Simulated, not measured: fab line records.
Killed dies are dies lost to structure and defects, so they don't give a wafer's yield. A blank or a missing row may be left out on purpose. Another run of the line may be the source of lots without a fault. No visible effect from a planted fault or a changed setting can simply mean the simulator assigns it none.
fab line records ; flow nand-harc
record: lots: 24; wafers: 72; last-day: 24
route steps=1159 shown P_BONDPAD@375 A_ZERO_WELL@401 A_ONON_D1@446 A_CHANNEL_FILL_D1@493
lots with no fault: from the same line, run without faults
start-h: start of the lot's first displayed wafer, in hours after the record's first day ; wait-h: hours elapsed since this lot's preceding step ; " same as the row above ; L1.1+2: several wafers, shown together as one row ; - no value present, or no start provided ; * or withheld: withheld ; < > ~ a bound
route shown NAME@n: a module of which the file shows steps, and the number in the route of the first ; usual: mean/standard deviation of fault-free wafers ; same: alike in all rows ; chamber/n: place in a boat ; sites: readings site by site ; _std_site: standard deviation of those values ; _edge_site: mean of outer sites minus mean of inner sites ; radius-mm: for every site, how far away it sits from the centre of the wafer ; mask NAME#n: copy n ; behind: the tool/chamber that last shaped the wafer ; hold: why the lot went on hold/how many hours it stayed there/how the hold came to an end ; device: transistor that didn't switch, given as n, p or np ; end of line: tests of these same wafers at the route's end ; a step given without rows: its recipe and nothing more ; killed: dies that structure and defects cost at the first sort, which is not the same as the wafer's yield ; map: the dies of a wafer, with x for killed, . for not killed, _ for no die there
set.NAME: the setting the step ran with; set.NAME@STEP: the setting that earlier step ran with ; model.NAME: the simulator's own value behind a step, which no gauge read
route steps across a sampled set of lots; one table per step, one row per wafer
services: the hour from which a tool's chamber was out of use, counted from the record's first day as start-h (under 0 if before that day), plus the number of hours and why
== steps ==
step: NHARC_P_BONDPAD_PRE_CLEAN_26
recipe: time-s: 30; temp-c: 280; gas: H2/He
usual: heater-power-w: 418/43
lot.wafer;tool;chamber;start-h;wait-h;heater-power-w
L074.2;pvd-sputter-02;-;-;-;495
L074.3;pvd-sputter-02;-;-;-;485
L074.1;pvd-sputter-02;-;-;-;391
L076.3;pvd-sputter-01;-;-;-;375
L076.1;pvd-sputter-01;-;-;-;452
L076.2;pvd-sputter-01;-;-;-;382
L075.3;pvd-sputter-03;-;-;-;476
L075.2;pvd-sputter-03;-;-;-;415
L075.5;pvd-sputter-03;-;-;-;484
L077.3;pvd-sputter-01;-;-;-;435
L077.2;pvd-sputter-01;-;-;-;411
L077.5;pvd-sputter-01;-;-;-;436
L078.2;pvd-sputter-03;-;-;-;431
L078.4;pvd-sputter-03;-;-;-;473
L078.5;pvd-sputter-03;-;-;-;395
L079.2;pvd-sputter-03;-;-;-;419
L079.5;pvd-sputter-03;-;-;-;418
L079.6;pvd-sputter-03;-;-;-;483
L080.1;pvd-sputter-02;-;-;-;381
L080.2;pvd-sputter-02;-;-;-;485
L080.4;pvd-sputter-02;-;-;-;489
L081.3;pvd-sputter-01;-;-;-;348
L081.6;pvd-sputter-01;-;-;-;383
L081.5;pvd-sputter-01;-;-;-;387
L082.4;pvd-sputter-03;-;-;-;478
L082.1;pvd-sputter-03;-;-;-;421
L082.5;pvd-sputter-03;-;-;-;400
L083.1;pvd-sputter-01;-;-;-;350
L083.6;pvd-sputter-01;-;-;-;435
L083.5;pvd-sputter-01;-;-;-;349
L085.2;pvd-sputter-01;-;-;-;386
L085.3;pvd-sputter-01;-;-;-;397
L085.5;pvd-sputter-01;-;-;-;346
L084.4;pvd-sputter-01;-;-;-;359
L084.6;pvd-sputter-01;-;-;-;351
L084.5;pvd-sputter-01;-;-;-;378
L086.1;pvd-sputter-03;-;-;-;469
L086.3;pvd-sputter-03;-;-;-;394
L086.2;pvd-sputter-03;-;-;-;434
L087.3;pvd-sputter-02;-;-;-;393
L087.5;pvd-sputter-02;-;-;-;494
L087.6;pvd-sputter-02;-;-;-;393
L088.3;pvd-sputter-02;-;-;-;376
L088.6;pvd-sputter-02;-;-;-;374
L088.5;pvd-sputter-02;-;-;-;494
L089.3;pvd-sputter-02;-;-;-;378
L089.2;pvd-sputter-02;-;-;-;453
L089.5;pvd-sputter-02;-;-;-;374
L091.3;pvd-sputter-01;-;-;-;392
L091.1;pvd-sputter-01;-;-;-;438
L091.4;pvd-sputter-01;-;-;-;360
L090.4;pvd-sputter-02;-;-;-;492
L090.1;pvd-sputter-02;-;-;-;379
L090.5;pvd-sputter-02;-;-;-;374
L092.2;pvd-sputter-03;-;-;-;426
L092.4;pvd-sputter-03;-;-;-;410
L092.1;pvd-sputter-03;-;-;-;465
L093.1;pvd-sputter-03;-;-;-;432
L093.3;pvd-sputter-03;-;-;-;480
L093.6;pvd-sputter-03;-;-;-;391
L094.2;pvd-sputter-03;-;-;-;421
L094.3;pvd-sputter-03;-;-;-;386
L094.4;pvd-sputter-03;-;-;-;439
L095.3;pvd-sputter-02;-;-;-;494
L095.6;pvd-sputter-02;-;-;-;508
L095.5;pvd-sputter-02;-;-;-;380
L096.1;pvd-sputter-01;-;-;-;438
L096.6;pvd-sputter-01;-;-;-;360
L096.5;pvd-sputter-01;-;-;-;390
L097.1;pvd-sputter-03;-;-;-;473
L097.2;pvd-sputter-03;-;-;-;392
L097.3;pvd-sputter-03;-;-;-;441
step: NHARC_P_BONDPAD_CMP_19
recipe: t-overpolish-s: 30; cu-recess-touch-s: 16; target-thk-nm: 160.81
usual: motor-current-A: 12.0/1.1; overpolish-run-s: 29.999/0.0087; slurry-flow-ml-min: 150.0/0.47
lot.wafer;tool;chamber;start-h;wait-h;motor-current-A;overpolish-run-s;slurry-flow-ml-min
L074.2;cmp-02;3;134.23;-;12.0;29.992;150.5
L074.3;cmp-02;0;134.23;-;11.9;29.988;150.1
L074.1;cmp-02;1;134.23;-;12.2;30.001;150.0
L076.3;cmp-01;3;141.41;-;12.4;29.992;149.3
L076.1;cmp-01;0;141.41;-;10.6;30.002;150.5
L076.2;cmp-01;2;141.41;-;13.7;29.998;149.7
L075.2;cmp-02;3;145.09;-;12.8;30.001;150.4
L075.3;cmp-02;0;145.09;-;12.5;30.008;149.4
L075.5;cmp-02;2;145.09;-;12.6;30.008;149.5
L077.3;cmp-04;1;146.50;-;10.2;30.007;150.1
L077.2;cmp-04;2;146.50;-;11.4;30.005;150.2
L077.5;cmp-04;1;146.50;-;9.8;29.993;150.7
L078.2;cmp-04;1;159.36;-;10.7;29.995;150.4
L078.4;cmp-04;3;159.36;-;12.9;29.992;150.0
L078.5;cmp-04;0;159.36;-;10.9;30.001;150.0
L079.2;cmp-02;1;160.32;-;12.9;30.007;149.6
L079.6;cmp-02;1;160.32;-;11.9;29.976;149.6
L079.5;cmp-02;2;160.32;-;13.8;29.999;149.9
L080.1;cmp-02;2;161.12;-;12.7;29.999;148.9
L080.4;cmp-02;0;161.12;-;11.8;29.990;149.7
L080.2;cmp-02;1;161.12;-;12.7;30.012;149.5
L081.3;cmp-04;3;169.41;-;12.7;29.990;150.8
L081.5;cmp-04;3;169.41;-;12.3;29.993;150.8
L081.6;cmp-04;0;169.41;-;11.4;30.004;149.9
L082.1;cmp-01;1;177.70;-;13.4;29.995;149.8
L082.4;cmp-01;2;177.70;-;13.3;30.012;150.8
L082.5;cmp-01;1;177.70;-;13.7;29.997;150.4
L083.1;cmp-02;3;184.23;-;12.1;29.994;149.8
L083.5;cmp-02;2;184.23;-;13.0;30.004;150.0
L083.6;cmp-02;3;184.23;-;11.7;29.992;150.2
L085.2;cmp-04;0;193.25;-;11.5;29.991;149.9
L085.3;cmp-04;2;193.25;-;11.0;29.979;149.7
L085.5;cmp-04;3;193.25;-;12.9;30.002;149.4
L084.4;cmp-04;0;194.78;-;11.5;29.996;149.7
L084.5;cmp-04;0;194.78;-;11.2;29.992;149.7
L084.6;cmp-04;1;194.78;-;10.3;30.005;149.4
L086.1;cmp-02;2;206.95;-;13.0;30.002;150.1
L086.3;cmp-02;0;206.95;-;12.1;30.001;149.4
L086.2;cmp-02;1;206.95;-;13.1;30.006;149.6
L087.3;cmp-02;3;208.20;-;12.1;30.001;148.9
L087.5;cmp-02;3;208.20;-;12.0;30.014;150.3
L087.6;cmp-02;0;208.20;-;11.6;29.997;149.3
L088.3;cmp-04;1;228.18;-;9.8;30.000;149.4
L088.5;cmp-04;2;228.18;-;11.8;30.003;150.3
L088.6;cmp-04;3;228.18;-;12.5;29.994;149.7
L089.3;cmp-04;2;229.97;-;11.2;29.996;150.1
L089.2;cmp-04;3;229.97;-;12.3;30.016;150.4
L089.5;cmp-04;0;229.97;-;11.2;29.993;150.0
L091.1;cmp-01;0;233.10;-;10.8;30.000;150.7
L091.3;cmp-01;1;233.10;-;12.6;29.998;150.2
L091.4;cmp-01;2;233.10;-;13.1;29.993;151.2
L090.4;cmp-01;0;234.05;-;10.2;29.987;150.3
L090.1;cmp-01;1;234.05;-;12.9;29.979;150.3
L090.5;cmp-01;3;234.05;-;12.8;30.006;150.2
L092.2;cmp-02;3;236.79;-;11.8;30.005;149.9
L092.4;cmp-02;1;236.79;-;12.9;30.010;150.2
L092.1;cmp-02;2;236.79;-;13.5;29.984;149.8
L093.3;cmp-02;0;239.68;-;12.1;29.997;150.1
L093.1;cmp-02;2;239.68;-;12.4;30.000;149.3
L093.6;cmp-02;1;239.68;-;13.1;30.005;150.3
L094.3;cmp-04;3;251.05;-;12.5;29.990;150.1
L094.4;cmp-04;0;251.05;-;11.7;29.996;149.7
L094.2;cmp-04;1;251.05;-;9.8;29.989;150.3
L095.3;cmp-01;3;261.70;-;12.7;29.993;149.3
L095.5;cmp-01;1;261.70;-;13.7;29.999;149.9
L095.6;cmp-01;2;261.70;-;12.8;30.005;150.0
L096.1;cmp-04;1;262.39;-;10.2;30.008;149.9
L096.5;cmp-04;1;262.39;-;9.9;30.007;149.5
L096.6;cmp-04;2;262.39;-;11.1;29.988;150.2
L097.1;cmp-01;3;267.65;-;13.0;30.007;150.7
L097.3;cmp-01;0;267.65;-;10.8;30.014;150.3
L097.2;cmp-01;1;267.65;-;13.5;30.007;149.4
step: NHARC_A_ZERO_WELL_CD_MEAS_10
recipe: target-cd-nm: 2000; landing-energy-ev: 500
usual: cd-nm: 1999.2/1.8
lot.wafer;tool;chamber;start-h;wait-h;cd-nm
L074.1;cd-sem-02;0;135.94;-;1997.0
L074.2;cd-sem-02;0;135.94;-;1997.9
L074.3;cd-sem-02;0;135.94;-;1998.7
L076.1;cd-sem-02;0;143.24;-;1998.8
L076.2;cd-sem-02;0;143.24;-;2000.4
L076.3;cd-sem-02;0;143.24;-;2000.7
L075.2;cd-sem-03;0;146.92;-;2000.3
L075.3;cd-sem-03;0;146.92;-;1998.5
L075.5;cd-sem-03;0;146.92;-;1997.2
L077.2;cd-sem-02;0;148.33;-;1999.5
L077.3;cd-sem-02;0;148.33;-;2002.1
L077.5;cd-sem-02;0;148.33;-;2000.4
L078.2;cd-sem-02;0;161.08;-;1997.6
L078.4;cd-sem-02;0;161.08;-;2001.3
L078.5;cd-sem-02;0;161.08;-;2000.6
L079.2;cd-sem-02;0;162.16;-;2001.8
L079.5;cd-sem-02;0;162.16;-;1997.9
L079.6;cd-sem-02;0;162.16;-;1996.6
L080.1;cd-sem-03;0;162.97;-;1996.8
L080.2;cd-sem-03;0;162.97;-;1997.2
L080.4;cd-sem-03;0;162.97;-;1999.4
L081.3;cd-sem-03;0;171.23;-;1998.8
L081.5;cd-sem-03;0;171.23;-;2000.1
L081.6;cd-sem-03;0;171.23;-;2000.2
L082.1;cd-sem-02;0;179.55;-;2002.1
L082.4;cd-sem-02;0;179.55;-;1998.1
L082.5;cd-sem-02;0;179.55;-;1998.2
L083.1;cd-sem-02;0;185.91;-;1998.5
L083.5;cd-sem-02;0;185.91;-;2000.5
L083.6;cd-sem-02;0;185.91;-;1997.2
L085.2;cd-sem-02;0;195.09;-;2001.4
L085.3;cd-sem-02;0;195.09;-;2000.4
L085.5;cd-sem-02;0;195.09;-;1999.7
L084.4;cd-sem-01;0;196.52;-;1999.7
L084.5;cd-sem-01;0;196.52;-;2000.1
L084.6;cd-sem-01;0;196.52;-;2003.1
L086.1;cd-sem-02;0;208.69;-;2001.7
L086.2;cd-sem-02;0;208.69;-;1998.5
L086.3;cd-sem-02;0;208.69;-;1999.6
L087.3;cd-sem-03;0;209.96;-;1996.4
L087.5;cd-sem-03;0;209.96;-;2000.5
L087.6;cd-sem-03;0;209.96;-;2001.2
L088.3;cd-sem-01;0;229.96;-;1999.2
L088.5;cd-sem-01;0;229.96;-;2001.0
L088.6;cd-sem-01;0;229.96;-;1997.0
L089.2;cd-sem-01;0;231.77;-;1998.1
L089.3;cd-sem-01;0;231.77;-;1999.1
L089.5;cd-sem-01;0;231.77;-;2001.0
L091.1;cd-sem-01;0;234.90;-;1996.2
L091.3;cd-sem-01;0;234.90;-;1995.4
L091.4;cd-sem-01;0;234.90;-;1995.7
L090.1;cd-sem-02;0;235.85;-;2001.0
L090.4;cd-sem-02;0;235.85;-;2001.4
L090.5;cd-sem-02;0;235.85;-;2001.1
L092.1;cd-sem-01;0;238.62;-;2000.4
L092.2;cd-sem-01;0;238.62;-;1999.5
L092.4;cd-sem-01;0;238.62;-;2001.0
L093.1;cd-sem-03;0;241.45;-;1999.6
L093.3;cd-sem-03;0;241.45;-;2000.0
L093.6;cd-sem-03;0;241.45;-;2000.4
L094.2;cd-sem-01;0;252.85;-;1999.6
L094.3;cd-sem-01;0;252.85;-;2000.7
L094.4;cd-sem-01;0;252.85;-;2000.9
L095.3;cd-sem-02;0;263.55;-;1995.1
L095.5;cd-sem-02;0;263.55;-;1996.4
L095.6;cd-sem-02;0;263.55;-;1996.5
L096.1;cd-sem-01;0;264.24;-;2002.8
L096.5;cd-sem-01;0;264.24;-;2000.7
L096.6;cd-sem-01;0;264.24;-;2002.2
L097.1;cd-sem-02;0;269.37;-;1998.9
L097.2;cd-sem-02;0;269.37;-;1996.5
L097.3;cd-sem-02;0;269.37;-;2002.4
step: NHARC_A_ONON_D1_DEP_33
recipe: target-thk-a: 2000; temp-c: 400; pressure-torr: 6.5; rf-w: 900; teos-flow-sccm: 161.4; flow-sccm: 2650; target-thk-nm: 200; gas: O2; material: SiO2
usual: heater-power-w: 562/83; showerhead-vpp-V: 1825/95; throttle-valve-pct: 16.1/0.38
lot.wafer;tool;chamber;start-h;wait-h;heater-power-w;showerhead-vpp-V;throttle-valve-pct
L074.1;pecvd-04;2;170.65;0.1;690;1720;16.4
L074.2;pecvd-04;0;170.65;0.1;429;1824;16.2
L074.3;pecvd-04;1;170.65;0.1;592;1941;15.9
L076.2;pecvd-01;1;177.66;0.1;584;1929;16.5
L076.1;pecvd-01;2;177.66;0.1;688;1884;16.8
L076.3;pecvd-01;0;177.66;0.1;655;1704;16.0
L075.2;pecvd-04;2;181.27;0.1;563;1721;16.5
L075.3;pecvd-04;0;181.27;0.1;493;1817;16.1
L075.5;pecvd-04;1;181.27;0.1;563;1985;16.0
L077.2;pecvd-01;0;181.34;0.1;548;1680;15.9
L077.3;pecvd-01;2;181.34;0.1;552;1915;16.6
L077.5;pecvd-01;0;181.34;0.1;567;1655;16.0
L079.2;pecvd-02;2;197.79;0.1;565;1799;15.8
L079.6;pecvd-02;2;197.79;0.1;570;1797;15.8
L079.5;pecvd-02;0;197.79;0.1;531;1723;15.9
L080.1;pecvd-01;0;198.03;0.2;540;1657;15.6
L080.2;pecvd-01;1;198.03;0.2;544;1904;16.4
L080.4;pecvd-01;1;198.03;0.2;559;1919;16.6
L078.2;pecvd-01;0;198.30;0.2;672;1668;15.6
L078.4;pecvd-01;2;198.30;0.2;664;1902;16.6
L078.5;pecvd-01;1;198.30;0.2;480;1937;16.3
L081.3;pecvd-02;0;206.47;0.1;566;1728;15.7
L081.5;pecvd-02;2;206.47;0.1;695;1841;15.6
L081.6;pecvd-02;0;206.47;0.1;562;1717;15.8
L082.1;pecvd-01;1;216.45;0.1;499;1935;16.6
L082.4;pecvd-01;0;216.45;0.1;620;1671;16.0
L082.5;pecvd-01;1;216.45;0.1;524;1961;16.5
L083.1;pecvd-04;2;224.37;0.1;689;1753;16.4
L083.6;pecvd-04;1;224.37;0.1;544;1910;15.8
L083.5;pecvd-04;2;224.37;0.1;720;1735;16.1
L085.2;pecvd-02;0;237.28;0.1;525;1727;16.1
L085.3;pecvd-02;1;237.28;0.1;484;1909;16.6
L085.5;pecvd-02;1;237.28;0.1;494;1943;16.4
L084.6;pecvd-04;0;237.58;0.2;507;1784;15.7
L084.5;pecvd-04;1;237.58;0.2;494;1929;15.6
L084.4;pecvd-04;2;237.58;0.2;697;1724;16.4
L086.3;pecvd-04;1;245.41;0.1;411;1938;15.5
L086.2;pecvd-04;2;245.41;0.1;586;1754;16.6
L086.1;pecvd-04;0;245.41;0.1;444;1806;15.5
L087.3;pecvd-02;0;245.46;0.1;580;1696;16.0
L087.5;pecvd-02;1;245.46;0.1;488;1900;16.7
L087.6;pecvd-02;0;245.46;0.1;439;1722;15.8
L089.3;pecvd-04;1;264.01;0.1;431;1930;15.3
L089.2;pecvd-04;2;264.01;0.1;732;1747;16.1
L089.5;pecvd-04;1;264.01;0.1;450;1958;15.7
L088.3;pecvd-02;1;264.07;0.1;457;1907;16.7
L088.5;pecvd-02;2;264.07;0.1;731;1840;15.7
L088.6;pecvd-02;0;264.07;0.1;446;1735;15.9
L093.3;pecvd-02;0;274.52;0.1;453;1741;15.7
L093.1;pecvd-02;1;274.52;0.1;447;1890;16.6
L093.6;pecvd-02;1;274.52;0.1;484;1907;16.5
L091.3;pecvd-04;0;274.58;0.1;428;1788;15.6
L091.1;pecvd-04;1;274.58;0.1;412;1931;15.6
L091.4;pecvd-04;0;274.58;0.1;431;1806;15.8
L092.1;pecvd-01;1;274.70;0.1;611;1930;16.7
L092.2;pecvd-01;2;274.70;0.1;656;1863;15.8
L092.4;pecvd-01;1;274.70;0.1;636;1958;16.5
L090.1;pecvd-02;1;274.92;0.1;568;1934;16.2
L090.4;pecvd-02;2;274.92;0.1;674;1791;15.8
L090.5;pecvd-02;0;274.92;0.1;538;1743;16.0
L094.3;pecvd-02;2;287.49;0.1;609;1830;16.0
L094.2;pecvd-02;0;287.49;0.1;459;1727;16.1
L094.4;pecvd-02;0;287.49;0.1;478;1720;16.0
L095.3;pecvd-02;1;298.06;0.2;531;1895;16.5
L095.5;pecvd-02;2;298.06;0.2;616;1840;16.3
L095.6;pecvd-02;0;298.06;0.2;608;1728;16.1
L096.1;pecvd-01;2;298.33;0.3;603;1878;15.9
L096.6;pecvd-01;0;298.33;0.3;493;1649;15.2
L096.5;pecvd-01;2;298.33;0.3;598;1912;15.9
L097.1;pecvd-02;1;304.13;0.2;467;1926;16.6
L097.3;pecvd-02;2;304.13;0.2;611;1797;16.2
L097.2;pecvd-02;0;304.13;0.2;586;1732;16.2
step: NHARC_A_CHANNEL_FILL_D1_ALD_03
recipe: target-thk-a: 60; pulse-time-s: 60; ald-cycles: 58; temp-c: 630; pressure-torr: 2; material: SiNx
usual: precursor-pulse-height-rel: 1.001/0.02
same: ald-cycles: 58
lot.wafer;tool;chamber;start-h;wait-h;precursor-pulse-height-rel
L074.1;ald-sin-batch-03;0;-;-;1.020
L074.2;ald-sin-batch-03;0;-;-;1.002
L074.3;ald-sin-batch-03;0;-;-;1.019
L075.2;ald-sin-batch-02;0;-;-;0.989
L075.3;ald-sin-batch-02;0;-;-;1.002
L075.5;ald-sin-batch-02;0;-;-;1.008
L076.1;ald-sin-batch-02;0;-;-;0.988
L076.2;ald-sin-batch-02;0;-;-;0.986
L076.3;ald-sin-batch-02;0;-;-;1.011
L077.2;ald-sin-batch-03;0;-;-;1.002
L077.3;ald-sin-batch-03;0;-;-;0.977
L077.5;ald-sin-batch-03;0;-;-;0.985
L079.2;ald-sin-batch-03;0;-;-;1.003
L079.5;ald-sin-batch-03;0;-;-;0.972
L079.6;ald-sin-batch-03;0;-;-;1.012
L080.1;ald-sin-batch-03;0;-;-;0.997
L080.2;ald-sin-batch-03;0;-;-;1.002
L080.4;ald-sin-batch-03;0;-;-;1.017
L078.2;ald-sin-batch-01;0;-;-;0.990
L078.4;ald-sin-batch-01;0;-;-;1.013
L078.5;ald-sin-batch-01;0;-;-;1.020
L081.3;ald-sin-batch-01;0;-;-;1.010
L081.5;ald-sin-batch-01;0;-;-;1.016
L081.6;ald-sin-batch-01;0;-;-;1.000
L082.1;ald-sin-batch-01;0;-;-;0.962
L082.4;ald-sin-batch-01;0;-;-;0.982
L082.5;ald-sin-batch-01;0;-;-;1.004
L083.1;ald-sin-batch-03;0;-;-;0.990
L083.5;ald-sin-batch-03;0;-;-;0.976
L083.6;ald-sin-batch-03;0;-;-;0.999
L084.4;ald-sin-batch-02;0;-;-;1.010
L084.5;ald-sin-batch-02;0;-;-;0.995
L084.6;ald-sin-batch-02;0;-;-;0.980
L085.2;ald-sin-batch-02;0;-;-;0.990
L085.3;ald-sin-batch-02;0;-;-;1.023
L085.5;ald-sin-batch-02;0;-;-;0.971
L086.1;ald-sin-batch-01;0;-;-;1.011
L086.2;ald-sin-batch-01;0;-;-;1.037
L086.3;ald-sin-batch-01;0;-;-;0.991
L087.3;ald-sin-batch-01;0;-;-;0.997
L087.5;ald-sin-batch-01;0;-;-;0.970
L087.6;ald-sin-batch-01;0;-;-;0.989
L088.3;ald-sin-batch-03;0;-;-;0.984
L088.5;ald-sin-batch-03;0;-;-;0.947
L088.6;ald-sin-batch-03;0;-;-;1.041
L089.2;ald-sin-batch-03;0;-;-;0.990
L089.3;ald-sin-batch-03;0;-;-;0.979
L089.5;ald-sin-batch-03;0;-;-;1.004
L091.1;ald-sin-batch-01;0;-;-;0.966
L091.3;ald-sin-batch-01;0;-;-;1.016
L091.4;ald-sin-batch-01;0;-;-;1.043
L093.1;ald-sin-batch-01;0;-;-;1.027
L093.3;ald-sin-batch-01;0;-;-;1.010
L093.6;ald-sin-batch-01;0;-;-;1.039
L090.1;ald-sin-batch-01;0;-;-;0.969
L090.4;ald-sin-batch-01;0;-;-;1.005
L090.5;ald-sin-batch-01;0;-;-;1.022
L092.1;ald-sin-batch-01;0;-;-;0.985
L092.2;ald-sin-batch-01;0;-;-;0.980
L092.4;ald-sin-batch-01;0;-;-;1.029
L094.2;ald-sin-batch-03;0;-;-;0.968
L094.3;ald-sin-batch-03;0;-;-;1.010
L094.4;ald-sin-batch-03;0;-;-;0.999
L096.1;ald-sin-batch-02;0;-;-;1.001
L096.5;ald-sin-batch-02;0;-;-;0.999
L096.6;ald-sin-batch-02;0;-;-;1.029
L095.3;ald-sin-batch-01;0;-;-;1.016
L095.5;ald-sin-batch-01;0;-;-;0.982
L095.6;ald-sin-batch-01;0;-;-;0.995
L097.1;ald-sin-batch-01;0;-;-;1.038
L097.2;ald-sin-batch-01;0;-;-;1.011
L097.3;ald-sin-batch-01;0;-;-;0.974
step: NHARC_A_CHANNEL_FILL_D1_ETCHBACK_20
recipe: target-depth-a: 270; time-s: 13.5; c4f8-flow-sccm: withheld; o2-flow-sccm: 8; ar-flow-sccm: withheld; rf-w: 600; bias-w: 1500; chemistry: C4F8/O2/Ar
usual: oes-product-au: 0.95/0.031; rf-vpp-V: 977/5.8
lot.wafer;tool;chamber;start-h;wait-h;oes-product-au;rf-hours-counter-h;rf-vpp-V
L074.3;rie-diel-13;3;206.67;-;0.92;3;982
L074.2;rie-diel-13;1;206.67;-;0.91;3;979
L074.1;rie-diel-13;2;206.67;-;0.92;3;970
L075.2;rie-diel-06;2;216.19;-;0.93;5;970
L075.3;rie-diel-06;3;216.19;-;0.93;5;978
L075.5;rie-diel-06;2;216.19;-;0.93;-;969
L076.1;rie-diel-13;3;216.19;-;0.92;3;981
L076.3;rie-diel-13;1;216.19;-;0.92;3;980
L076.2;rie-diel-13;2;216.19;-;0.93;3;971
L077.2;rie-diel-06;0;221.08;-;0.96;5;989
L077.3;rie-diel-06;1;221.08;-;0.93;6;971
L077.5;rie-diel-06;1;221.08;-;0.92;-;973
L080.4;rie-diel-06;1;235.76;-;0.93;6;972
L080.1;rie-diel-06;3;235.76;-;0.92;6;977
L080.2;rie-diel-06;0;235.76;-;0.92;6;990
L079.2;rie-diel-13;1;235.77;-;0.93;4;978
L079.5;rie-diel-13;0;235.77;-;0.91;-;973
L079.6;rie-diel-13;1;235.77;-;0.93;-;980
L078.4;rie-diel-02;3;235.79;-;0.99;14;976
L078.2;rie-diel-02;2;235.79;-;1.00;13;976
L078.5;rie-diel-02;0;235.79;-;1.01;-;981
L081.3;rie-diel-06;2;241.05;-;0.94;7;971
L081.5;rie-diel-06;0;241.05;-;0.92;-;990
L081.6;rie-diel-06;2;241.05;-;0.93;-;970
L082.1;rie-diel-13;2;251.85;-;0.93;4;971
L082.4;rie-diel-13;3;251.85;-;0.93;4;981
L082.5;rie-diel-13;1;251.85;-;0.92;-;979
L083.1;rie-diel-13;1;259.19;-;0.92;4;980
L083.6;rie-diel-13;2;259.19;-;0.94;-;971
L083.5;rie-diel-13;3;259.19;-;0.93;-;981
L085.3;rie-diel-13;0;275.36;-;0.91;4;974
L085.2;rie-diel-13;2;275.36;-;0.93;4;971
L085.5;rie-diel-13;1;275.36;-;0.92;-;980
L084.4;rie-diel-06;3;275.40;-;0.91;-;978
L084.5;rie-diel-06;0;275.40;-;0.93;-;987
L084.6;rie-diel-06;2;275.40;-;0.93;-;970
L086.2;rie-diel-02;0;280.99;-;0.92;23;983
L086.1;rie-diel-02;1;280.99;-;0.92;23;977
L086.3;rie-diel-02;2;280.99;-;0.92;21;977
L087.3;rie-diel-06;2;281.00;-;0.97;1;969
L087.6;rie-diel-06;2;281.00;-;0.97;-;969
L087.5;rie-diel-06;0;281.00;-;0.96;-;989
L088.3;rie-diel-13;0;303.02;-;0.99;0;973
L088.6;rie-diel-13;3;303.02;-;0.98;-;979
L088.5;rie-diel-13;0;303.02;-;0.98;-;972
L089.3;rie-diel-06;0;303.02;-;0.95;2;988
L089.2;rie-diel-06;2;303.02;-;0.98;2;969
L089.5;rie-diel-06;3;303.02;-;0.96;-;977
L091.3;rie-diel-06;1;308.94;-;0.93;1;971
L091.4;rie-diel-06;2;308.94;-;0.99;2;969
L091.1;rie-diel-06;3;308.94;-;0.97;2;978
L093.1;rie-diel-13;0;308.96;-;0.99;0;974
L093.3;rie-diel-13;1;308.96;-;0.99;1;981
L093.6;rie-diel-13;3;308.96;-;0.99;-;980
L092.1;rie-diel-06;0;314.89;-;0.99;2;989
L092.4;rie-diel-06;1;314.89;-;0.98;1;972
L092.2;rie-diel-06;3;314.89;-;0.98;2;977
L090.1;rie-diel-02;0;314.89;-;0.92;30;981
L090.4;rie-diel-02;2;314.89;-;0.93;28;975
L090.5;rie-diel-02;1;314.89;-;0.92;-;978
L094.3;rie-diel-13;2;324.42;-;0.99;1;970
L094.2;rie-diel-13;3;324.42;-;0.99;1;982
L094.4;rie-diel-13;0;324.42;-;0.98;1;974
L095.3;rie-diel-13;2;342.05;-;1.00;1;971
L095.5;rie-diel-13;2;342.05;-;0.99;-;971
L095.6;rie-diel-13;3;342.05;-;0.99;-;980
L096.1;rie-diel-06;0;342.08;-;0.91;3;988
L096.6;rie-diel-06;2;342.08;-;0.93;-;969
L096.5;rie-diel-06;3;342.08;-;0.92;-;976
L097.3;rie-diel-13;2;348.75;-;1.01;2;971
L097.2;rie-diel-13;0;348.75;-;0.99;2;973
L097.1;rie-diel-13;1;348.75;-;1.00;1;980
== services ==
tool;chamber;start-h;hours;kind
rie-diel-06;0;121.33;20.3;repair
cmp-02;-;125.97;1.7;repair
cmp-02;-;128.54;4.0;pm
rie-diel-13;-;140.30;0.4;repair
cmp-02;-;141.39;0.4;repair
pecvd-02;-;153.00;13.0;pm
cmp-02;-;154.22;0.3;repair
rie-diel-13;2;182.80;5.6;repair
rie-diel-06;3;201.27;4.0;repair
cmp-04;-;203.00;4.0;pm
cmp-02;-;226.54;4.0;pm
cmp-04;-;238.08;2.6;repair
rie-diel-06;3;238.34;8.3;repair
rie-diel-06;-;241.20;9.0;pm
rie-diel-06;-;258.68;5.1;repair
rie-diel-06;1;274.79;1.9;repair
rie-diel-13;-;276.00;9.0;pm
pvd-sputter-03;-;280.00;10.0;pm
rie-diel-06;1;280.18;25.2;repair
rie-diel-13;2;293.96;6.6;repair
cmp-02;-;297.42;23.5;repair
cmp-04;-;301.00;4.0;pm
cmp-02;-;324.54;4.0;pm
pecvd-02;-;334.00;13.0;pm
== key ==
fault none
